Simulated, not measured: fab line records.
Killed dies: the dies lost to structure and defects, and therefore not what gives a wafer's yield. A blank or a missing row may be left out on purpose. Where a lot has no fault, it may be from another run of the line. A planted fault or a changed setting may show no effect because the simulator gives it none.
fab line records	flow n5Finfet
record: lots: 7	wafers: 18	lastDay: 18
route steps=1938 shown BEOL_M7@1312 PASSIVATION@1936
lots with no fault: from the same line, run without faults
startH: the number of hours between the record's first day and the start of the first shown wafer of the lot	waitH: hours elapsed since this lot's preceding step	" repeats the value in the row above	L1.1+2: a single row standing in for several wafers	- no value, or no start was given	* or withheld: withheld	< > ~ a bound
route shown NAME@n: names a module that has steps shown in the file, with the first one's number in the route	usual: average and standard deviation across the fault-free wafers	same: alike in all rows	chamber/n: place in a boat	sites: the reading at each site	_std_site: their standard deviation	_edge_site: inner sites' mean taken away from outer sites' mean	radiusMm: how far each site lies from the wafer's centre	mask NAME#n: copy n	behind: the last tool/chamber to shape the wafer	hold: why the lot was held/for how many hours/how that ended	device: whichever transistor did not switch (one of n, p or np)	end of line: the tests these same wafers got at the end of their route	where a step has no rows: the recipe by itself	killed: at the first sort, the dies lost to defects and structure; wafer yield is something else	map: a wafer's dies, x killed, . not, _ none there
set.NAME: setting as actually run; set.NAME@STEP: the setting as run at that earlier step	model.NAME: the simulator's own value behind a step, which no gauge read
a table for each step, a row for each wafer; lots at some steps of the route
services: from which hour (startH, from the record's first day; less than 0 if before it) a tool's chamber was out of use, for how many hours, and why
== steps ==
step: N5_BEOL_M7_HM_STRIP_39
recipe: chemistry: peroxideTinStrip	material: TiN	targetDepthA: 250	tempC: 50	timeS: 158
step: N5_BEOL_M7_SRD_40
recipe: timeS: 30	tempC: 23	rinseLiquid: diw	dry: ipaMarangoni
step: N5_BEOL_M7_PRECLEAN_42
recipe: chemistry: residueRemover	timeS: 60	tempC: 40
step: N5_BEOL_M7_SRD_43
recipe: timeS: 30	tempC: 23	rinseLiquid: diw	dry: ipaMarangoni
step: N5_BEOL_M7_CD_MEAS_35
recipe: targetCdNm: 40	polarity: opening
usual: cdNm: 40.6/0.7
lot.wafer	tool	chamber	startH	waitH	cdNm
L749.1	cdSem-01	-	229.28	0.0	40.4
L749.2	"	-	"	"	41.6
L749.5	"	-	"	"	40.9
L750.2	cdSem-03	-	229.33	0.0	40.4
L750.5	"	-	"	"	40.4
L750.6	"	-	"	"	41.3
L754.1	cdSem-01	-	271.92	0.0	40.9
L754.5	"	-	"	"	41.6
L756.1	cdSem-03	-	283.30	0.0	41.8
L756.5	"	-	"	"	40.5
L758.4	cdSem-01	-	295.04	0.0	40.6
L758.5	"	-	"	"	39.9
L758.6	"	-	"	"	39.9
L765.1	cdSem-01	-	338.08	0.0	40.3
L765.5	"	-	"	"	40.3
L766.1	cdSem-01	-	350.04	0.0	39.6
L766.2	"	-	"	"	39.8
L766.3	"	-	"	"	40.7
step: N5_BEOL_M7_CURE_75
recipe: tempC: 370	timeS: 120	ambient: DMADMS/He	material: SiCOH_lowk
usual: lampPowerPct: 52.31/0.057	wafer_temp_C_max: 371.5/0.62
lot.wafer	tool	chamber	startH	waitH	lampPowerPct	wafer_temp_C_max
L749.1	uvCure-03	2	229.32	0.0	52.40	372.2
L749.2	"	2	"	"	52.37	372.6
L749.5	"	2	"	"	52.37	372.3
L750.2	uvCure-02	0	229.47	0.1	52.27	371.8
L750.5	"	0	"	"	52.33	372.9
L750.6	"	0	"	"	52.28	372.5
L754.1	uvCure-03	1	271.96	0.0	52.23	371.2
L754.5	"	1	"	"	52.30	371.6
L756.1	uvCure-03	1	283.34	0.0	52.19	370.7
L756.5	"	1	"	"	52.39	371.3
L758.4	uvCure-03	1	295.28	0.2	52.26	371.1
L758.5	"	1	"	"	52.37	370.8
L758.6	"	1	"	"	52.32	371.1
L765.1	uvCure-02	0	338.30	0.2	52.41	371.8
L765.5	"	0	"	"	52.35	371.5
L766.1	uvCure-01	0	350.19	0.1	52.42	371.0
L766.2	"	0	"	"	52.33	370.9
L766.3	"	0	"	"	52.36	371.1
step: N5_BEOL_M7_DEGAS_44
recipe: ambient: vacuum	tempC: 250	timeS: 60
usual: heaterPowerW: 328/23
lot.wafer	tool	chamber	startH	waitH	heaterPowerW
L749.1	pvdSputter-03	-	231.90	2.5	349
L749.2	"	-	"	"	343
L749.5	"	-	"	"	354
L750.2	pvdSputter-03	-	231.98	2.4	320
L750.5	"	-	"	"	352
L750.6	"	-	"	"	324
L754.1	pvdSputter-01	-	272.42	0.4	315
L754.5	"	-	"	"	308
L756.1	pvdSputter-02	-	283.78	0.4	312
L756.5	"	-	"	"	308
L758.4	pvdSputter-02	-	295.53	0.2	362
L758.5	"	-	"	"	312
L758.6	"	-	"	"	366
L765.1	pvdSputter-02	-	339.76	1.4	381
L765.5	"	-	"	"	357
L766.1	pvdSputter-01	-	350.66	0.4	309
L766.2	"	-	"	"	310
L766.3	"	-	"	"	328
step: N5_BEOL_M7_PRE_CLEAN_45
recipe: gas: H2/He	timeS: 30	tempC: 250
step: N5_BEOL_M7_ALD_77
recipe: material: TaN	targetThkA: 20	tempC: 275	aldPrecursorFamily: PDMAT	aldCoReactant: NH3	pressureTorr: 3	carrierFlowSccm: 1500	pulseTimeS: 2	purgeTimeS: 3	coReactantPurgeTimeS: 2	coReactantPulseTimeS: 3	aldCycles: 40	precursorVesselTempC: 75	precursorVesselPressureTorr: 26.25	precursorVesselCarrierSccm: 1000
step: N5_BEOL_M7_SURFACE_TREAT_79
recipe: gas: Ar	timeS: *	ionEnergyEv: *	ionCurrentMaCm2: 0.5	pressureMtorr: *	arFlowSccm: 30
usual: throttleValvePct: *
lot.wafer	tool	chamber	startH	waitH	throttleValvePct
L749.1	pvdSputter-03	-	232.38	0.2	*
L749.2	"	-	"	"	*
L749.5	"	-	"	"	*
L750.2	pvdSputter-01	-	232.65	0.2	*
L750.5	"	-	"	"	*
L750.6	"	-	"	"	*
L754.1	pvdSputter-02	-	273.42	0.7	*
L754.5	"	-	"	"	*
L756.1	pvdSputter-02	-	284.26	0.2	*
L756.5	"	-	"	"	*
L758.4	pvdSputter-01	-	296.01	0.2	*
L758.5	"	-	"	"	*
L758.6	"	-	"	"	*
L765.1	pvdSputter-01	-	340.15	0.2	*
L765.5	"	-	"	"	*
L766.1	pvdSputter-01	-	351.32	0.2	*
L766.2	"	-	"	"	*
L766.3	"	-	"	"	*
step: N5_BEOL_M7_CVD_78
recipe: material: Co	targetThkA: 20	tempC: withheld	precursor: CCTBA/H2	pressureTorr: 30	timeS: 142.3
step: N5_BEOL_M7_SPUTTER_48
recipe: material: Cu	targetThkA: 100	tempC: -20	biasV: 60	powerW: 26000	chamberPressurePa: 0.13	timeS: 1.667
usual: throttleValvePct: 30.2/0.91
lot.wafer	tool	chamber	startH	waitH	throttleValvePct
L749.1	pvdSputter-03	-	232.60	0.1	30.8
L749.2	"	-	"	"	29.0
L749.5	"	-	"	"	29.1
L750.2	pvdSputter-03	-	232.88	0.1	29.4
L750.5	"	-	"	"	28.9
L750.6	"	-	"	"	30.6
L754.1	pvdSputter-03	-	273.96	0.4	29.2
L754.5	"	-	"	"	30.8
L756.1	pvdSputter-03	-	285.56	1.0	31.2
L756.5	"	-	"	"	29.8
L758.4	pvdSputter-02	-	296.33	0.1	31.9
L758.5	"	-	"	"	29.5
L758.6	"	-	"	"	30.1
L765.1	pvdSputter-02	-	340.42	0.1	31.5
L765.5	"	-	"	"	32.1
L766.1	pvdSputter-02	-	352.33	0.7	31.4
L766.2	"	-	"	"	29.4
L766.3	"	-	"	"	29.7
step: N5_BEOL_M7_ECD_50
recipe: material: Cu	targetThkA: 3000
lot.wafer	tool	chamber	startH	waitH	model.Cu_of_BEOL_M7_ECD_50.thkNm
L749.1	ecdCu-01	1	232.71	0.1	293.6
L749.2	"	0	"	"	297.2
L749.5	"	1	"	"	299.4
L750.2	ecdCu-02	0	232.99	0.1	297.8
L750.5+6	"	1,0	"	"	299.4
L754.1	ecdCu-02	1	274.08	0.1	300.6
L754.5	"	0	"	"	412.2
L756.1	ecdCu-02	1	285.68	0.1	305.2
L756.5	"	1	"	"	415.2
L758.4	ecdCu-02	0	296.47	0.1	300.6
L758.5	"	0	"	"	410.2
L758.6	"	1	"	"	408
L765.1	ecdCu-01	0	340.54	0.1	298.2
L765.5	"	1	"	"	295.4
L766.1	ecdCu-01	0	352.45	0.1	300
L766.2	"	1	"	"	298.2
L766.3	"	0	"	"	296.4
step: N5_BEOL_M7_ANNEAL_51
recipe: tempC: 225	timeS: 90	ambient: N2
usual: annealTempC: 225.01/0.17	wafer_temp_C_max: 226.1/0.32
lot.wafer	tool	chamber	startH	waitH	annealTempC	wafer_temp_C_max
L749.1	rtpAnneal-02	0	233.03	0.3	225.08	225.8
L749.2	"	0	"	"	225.11	225.7
L749.5	"	0	"	"	225.19	225.9
L750.2	rtpAnneal-02	0	233.35	0.3	224.88	225.9
L750.5	"	0	"	"	224.91	226.1
L750.6	"	0	"	"	225.03	225.8
L754.1	rtpAnneal-01	0	274.65	0.5	224.94	225.8
L754.5	"	0	"	"	224.96	226.2
L756.1	rtpAnneal-01	0	285.77	0.1	225.32	226.7
L756.5	"	0	"	"	225.02	226.4
L758.4	rtpAnneal-02	0	296.86	0.4	225.14	226.1
L758.5	"	0	"	"	224.98	225.6
L758.6	"	0	"	"	225.11	226.1
L765.1	rtpAnneal-01	0	340.63	0.1	225.07	226.4
L765.5	"	0	"	"	224.90	226.9
L766.1	rtpAnneal-02	0	352.81	0.3	225.13	225.8
L766.2	"	0	"	"	225.01	226.0
L766.3	"	0	"	"	224.92	226.1
step: N5_BEOL_M7_CMP_52
recipe: stopOn: SiCOH_lowk	tOverpolishS: 6.9	downForcePsi: 1	platenRpm: 50	clearingPlatenDownForcePsi: 1.5	clearingPlatenRpm: 50	postCmpClean: cuAlkaline	targetThkNm: 80	clearingPlatenPadVelocityMS: 0.99484	padVelocityMS: 0.99484
usual: edgeZonePressureFrac: 1.000/0.0053	motorCurrentA: 5.9/0.57	slurryFlowMlMin: 150.0/0.42	timeToEndpointS: 64/4.8
lot.wafer	tool	chamber	startH	waitH	edgeZonePressureFrac	motorCurrentA	slurryFlowMlMin	timeToEndpointS
L749.1	cmp-02	0	233.37	0.3	0.996	5.8	150.3	66
L749.2	"	1	"	"	1.005	6.0	149.9	61
L749.5	"	0	"	"	0.999	6.1	150.5	65
L750.2	cmp-04	0	233.68	0.3	0.993	5.7	150.1	67
L750.6	"	2	"	"	0.998	5.6	149.8	60
L750.5	"	3	"	"	0.997	5.5	149.9	66
L754.1	cmp-04	1	274.98	0.3	1.000	4.9	150.0	62
L754.5	"	0	"	"	1.007	6.2	150.3	91
L756.1	cmp-02	2	286.11	0.3	0.998	6.0	149.6	65
L756.5	"	2	"	"	0.993	6.1	151.0	86
L758.4	cmp-04	1	297.10	0.2	0.996	5.2	150.9	62
L758.6	"	3	"	"	0.996	5.7	149.5	92
L758.5	"	0	"	"	1.005	6.2	150.0	95
L765.1	cmp-02	1	341.04	0.4	1.006	5.8	150.4	59
L765.5	"	2	"	"	1.004	6.3	150.3	60
L766.3	cmp-03	1	353.16	0.2	0.994	5.8	150.6	70
L766.2	"	2	"	"	0.995	7.4	149.6	60
L766.1	"	3	"	"	1.004	5.9	150.8	59
step: N5_BEOL_M7_THK_MEAS_53
recipe: thkMeasGauge: xrf	reads: Cu_of_BEOL_M7_ECD_50
usual: M7_THK: 80/3
lot.wafer	tool	chamber	startH	waitH	M7_THK[nm]
L749.1	filmMetro-01	-	233.62	-	89
L749.2	"	-	"	"	79
L749.5	"	-	"	"	81
L750.2	filmMetro-02	-	233.90	-	78
L750.5	"	-	"	"	80
L750.6	"	-	"	"	80
L754.1	filmMetro-02	-	275.24	-	75
L754.5	"	-	"	"	79
L756.1	filmMetro-02	-	286.37	-	80
L756.5	"	-	"	"	80
L758.4	filmMetro-01	-	297.32	-	76
L758.5	"	-	"	"	80
L758.6	"	-	"	"	78
L765.1	filmMetro-01	-	341.22	-	77
L765.5	"	-	"	"	80
L766.1	filmMetro-02	-	353.41	-	86
L766.2	"	-	"	"	76
L766.3	"	-	"	"	82
step: N5_PASSIVATION_PROBE_49
usual: defectLimitedYield: 91.1/1.3	killed_at_M0_to_M3: 32/9.7	killed_at_M4_up: 16/6	killedAtContacts: 12/5.9	killedAtFrontEnd: 41/11	killedAtOther: 4/3.1	killedDies: 104/16	killedOnRim: 14/4	killedOpen: 68/12	killedShort: 34/7.4	sort_bin_5_function: 5.1/0.85	sort_bin_6_memory: 3.3/0.66	sortNPass: 1075/16	sortYieldPct: 91.1/1.4
same: grossDies: 1180	killedAtBackSide: 0	sort_bin_4_leakage[%]: 0	sort_bin_8_speed[%]: 0
lot.wafer	tool	chamber	startH	waitH	defectLimitedYield[%]	killed_at_M0_to_M3	killed_at_M4_up	killedAtContacts	killedAtFrontEnd	killedAtOther	killedDies	killedOnRim	killedOpen	killedShort	sort_bin_5_function[%]	sort_bin_6_memory[%]	sortNPass	sortYieldPct[%]
L749.1	prober-01	-	313.94	0.0	90.0	63	10	10	30	5	118	13	72	45	6.5	3.1	1062	90.0
L749.2	prober-01	-	313.99	0.1	90.8	36	18	13	38	4	109	9	78	31	5.3	3.6	1071	90.8
L749.5	prober-01	-	314.14	0.2	91.9	42	16	17	17	4	96	17	69	25	3.8	4.1	1084	91.9
L750.2	prober-02	-	319.61	0.2	90.8	27	13	14	53	1	108	11	60	42	4.7	3.7	1072	90.8
L750.5	prober-02	-	319.76	0.4	92.1	44	11	13	22	3	93	11	64	28	5.3	2.5	1087	92.1
L750.6	prober-02	-	319.81	0.4	91.4	38	7	7	46	3	101	20	62	30	4.6	3.0	1079	91.4
L754.1	prober-02	-	346.92	0.0	91.1	28	14	13	42	8	105	11	67	34	5.7	2.9	1075	91.1
L754.5	prober-02	-	347.12	0.2	91.5	29	10	16	42	3	100	13	67	25	4.1	3.6	1080	91.5
L756.1	prober-01	-	367.56	0.0	89.4	37	9	2	68	9	125	17	78	36	5.6	3.7	1055	89.4
L756.5	prober-01	-	367.76	0.2	89.9	37	18	7	46	11	119	17	77	37	5.8	3.5	1061	89.9
L758.4	prober-01	-	370.73	0.2	91.7	19	16	17	46	0	98	16	64	31	4.5	3.7	1082	91.7
L758.5	prober-01	-	370.78	0.2	93.1	17	28	6	30	0	81	12	57	21	3.5	3.2	1099	93.1
L758.6	prober-01	-	370.83	0.3	91.1	29	20	7	49	0	105	13	69	34	5.6	2.9	1075	91.1
L765.1	prober-02	-	418.20	0.0	90.9	24	17	22	38	6	107	18	59	43	4.8	3.4	1073	90.9
L765.5	prober-02	-	418.40	0.2	93.1	21	18	3	33	6	81	15	49	25	3.3	2.6	1099	93.1
killed by level:class
L749.1 BEOL_M0_SAQP:geometricParticle:short=14 BEOL_M2:geometricParticle:open=14 BEOL_M3:geometricParticle:open=13 BEOL_M0_SAQP:geometricParticle:open=10 FIN_SAQP:geometricParticle:short=6 DUMMY_GATE:geometricParticle:open=6 MOL_CONTACT_COAG:geometricParticle:open=6 FIN_SAQP:geometricParticle:open=4
L749.2 STI_FIN_REVEAL:geometricParticle:open=9 BEOL_M3:geometricParticle:open=9 BEOL_M4:geometricParticle:open=8 MOL_CONTACT_COAG:geometricParticle:open=7 BEOL_M0_SAQP:geometricParticle:open=7 BEOL_M2:geometricParticle:open=7 MOL_CONTACT_COAG:geometricParticle:short=6 STARTING-WAFER:geometricParticle:short=5
L749.5 MOL_CONTACT_COAG:geometricParticle:open=13 BEOL_M2:geometricParticle:open=11 BEOL_M3:geometricParticle:open=7 BEOL_M4:geometricParticle:open=6 BEOL_M0_SAQP:geometricParticle:open=5 BEOL_M1:geometricParticle:open=5 STI_FIN_REVEAL:geometricParticle:open=4 BEOL_M0_SAQP:geometricParticle:short=4
L750.2 FIN_SAQP:geometricParticle:short=16 FIN_SAQP:geometricParticle:open=12 MOL_CONTACT_COAG:geometricParticle:open=8 BEOL_M4:geometricParticle:open=8 MOL_CONTACT_COAG:geometricParticle:short=5 BEOL_M1:geometricParticle:open=5 HKMG_FIN:areaEtch=5 STARTING-WAFER:geometricParticle:open=4
L750.5 BEOL_M0_SAQP:geometricParticle:open=11 FIN_SAQP:geometricParticle:short=9 MOL_CONTACT_COAG:geometricParticle:open=9 BEOL_M0_SAQP:geometricParticle:short=7 BEOL_M1:geometricParticle:open=7 BEOL_M3:geometricParticle:open=7 FIN_SAQP:geometricParticle:open=5 BEOL_M4:geometricParticle:open=5
L750.6 BEOL_M0_SAQP:geometricParticle:short=10 HKMG_FIN:areaEtch=9 BEOL_M0_SAQP:geometricParticle:open=8 BEOL_M1:geometricParticle:open=8 FIN_SAQP:geometricParticle:open=7 STI_FIN_REVEAL:geometricParticle:open=6 MOL_CONTACT_COAG:geometricParticle:open=6 FIN_SAQP:geometricParticle:short=5
L754.1 MOL_CONTACT_COAG:geometricParticle:open=11 FIN_SAQP:geometricParticle:short=10 STI_FIN_REVEAL:geometricParticle:open=6 DUMMY_GATE:geometricParticle:open=6 BEOL_M0_SAQP:geometricParticle:short=6 BEOL_M1:geometricParticle:open=6 BEOL_M2:geometricParticle:open=6 BEOL_M4:geometricParticle:open=6
L754.5 MOL_CONTACT_COAG:geometricParticle:open=14 BEOL_M2:geometricParticle:open=8 FIN_SAQP:geometricParticle:open=7 STI_FIN_REVEAL:geometricParticle:open=6 BEOL_M1:geometricParticle:open=6 HKMG_FIN:areaEtch=6 SPACER0:geometricParticle:open=5 GATE_CUT:geometricParticle:short=5
L756.1 FIN_SAQP:geometricParticle:open=18 BEOL_M2:geometricParticle:open=12 FIN_SAQP:geometricParticle:short=11 HKMG_FIN:areaEtch=10 GATE_CUT:geometricParticle:open=8 BEOL_M0:geometricParticle:open=7 BEOL_M0_SAQP:geometricParticle:open=7 GATE_CUT:geometricParticle:short=6
L756.5 GATE_CUT:geometricParticle:short=9 FIN_SAQP:geometricParticle:short=8 FIN_SAQP:geometricParticle:open=8 BEOL_M0:geometricParticle:open=8 BEOL_M2:geometricParticle:open=8 MOL_CONTACT_COAG:geometricParticle:open=6 BEOL_M0_SAQP:geometricParticle:open=5 STI_FIN_REVEAL:geometricParticle:open=4
L758.4 FIN_SAQP:geometricParticle:open=19 MOL_CONTACT_COAG:geometricParticle:open=14 FIN_SAQP:geometricParticle:short=11 BEOL_M0_SAQP:geometricParticle:short=6 STI_FIN_REVEAL:geometricParticle:open=5 BEOL_M2:geometricParticle:open=4 BEOL_M4:geometricParticle:open=4 STARTING-WAFER:geometricParticle:short=4
L758.5 BEOL_M4:geometricParticle:open=13 FIN_SAQP:geometricParticle:open=12 STI_FIN_REVEAL:geometricParticle:open=6 BEOL_M4:geometricParticle:short=6 FIN_SAQP:geometricParticle:short=4 MOL_CONTACT_COAG:geometricParticle:open=4 BEOL_M2:geometricParticle:open=4 BEOL_M0_SAQP:geometricParticle:short=3
L758.6 FIN_SAQP:geometricParticle:open=15 FIN_SAQP:geometricParticle:short=11 BEOL_M1:geometricParticle:open=8 MOL_CONTACT_COAG:geometricParticle:open=7 BEOL_M2:geometricParticle:open=7 BEOL_M4:geometricParticle:short=5 BEOL_M5:geometricParticle:open=5 BEOL_M6:geometricParticle:open=5
L765.1 MOL_CONTACT_COAG:geometricParticle:open=17 BEOL_M2:geometricParticle:open=8 FIN_SAQP:geometricParticle:short=7 GATE_CUT:geometricParticle:short=6 STI_FIN_REVEAL:geometricParticle:open=5 MOL_CONTACT_COAG:geometricParticle:short=5 BEOL_M1:geometricParticle:open=5 PAD_METAL:geometricParticle:short=4
L765.5 FIN_SAQP:geometricParticle:short=7 STI_FIN_REVEAL:geometricParticle:open=5 BEOL_M3:geometricParticle:open=5 BEOL_M5:geometricParticle:open=5 HKMG_FIN:areaEtch=5 BEOL_M2:geometricParticle:open=4 BEOL_M4:geometricParticle:open=4 BEOL_M8:geometricParticle:open=4
== services ==
tool	chamber	startH	hours	kind
uvCure-01	-	211.02	1.0	pm
uvCure-01	-	248.69	7.5	pm
ecdCu-02	-	254.18	1.9	repair
cmp-03	-	265.10	2.1	repair
ecdCu-02	-	283.06	1.0	repair
uvCure-02	-	306.34	2.1	pm
rtpAnneal-02	-	316.34	5.9	pm
cmp-02	-	320.10	1.7	repair
cmp-02	-	323.33	4.0	pm
cmp-02	-	327.33	-	consumableReplace:conditioner
cmp-02	-	327.33	-	consumableReplace:pad
uvCure-01	-	328.81	2.1	pm
cmp-02	-	332.21	2.9	repair
uvCure-03	-	337.31	2.8	pm
uvCure-03	-	352.91	14.6	pm
== key ==
firstSign: step: N5_BEOL_M7_CMP_52	reading: timeToEndpointS	direction: up	sigmas: 5.7	usual: *	struck: *
effect none on later readings
modelEffect: step: N5_BEOL_M7_ECD_50	value: Cu_of_BEOL_M7_ECD_50.thkNm	without: 300.3	struck: 411.4
metAt N5_BEOL_M7_ECD_50
struckWafers L754.5,L756.5,L758.5,L758.6
baselineLoss: step: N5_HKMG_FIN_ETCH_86	wafers: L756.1
onsetBetween 232.99 274.08
fault: kind: processParameterDrift	tool: ecdCu-02	chamber: -	onsetH: 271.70	steps: N5_BEOL_M7_ECD_50	channel: targetThkA	offset: *	shape: step	endH: 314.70	scope: struckWafersOnly	actsIn: *	stated: *
baselineLoss: these wafers lose ten dies or more at that step, a loss of the line's own and not of a fault; the sort's usual values leave them out
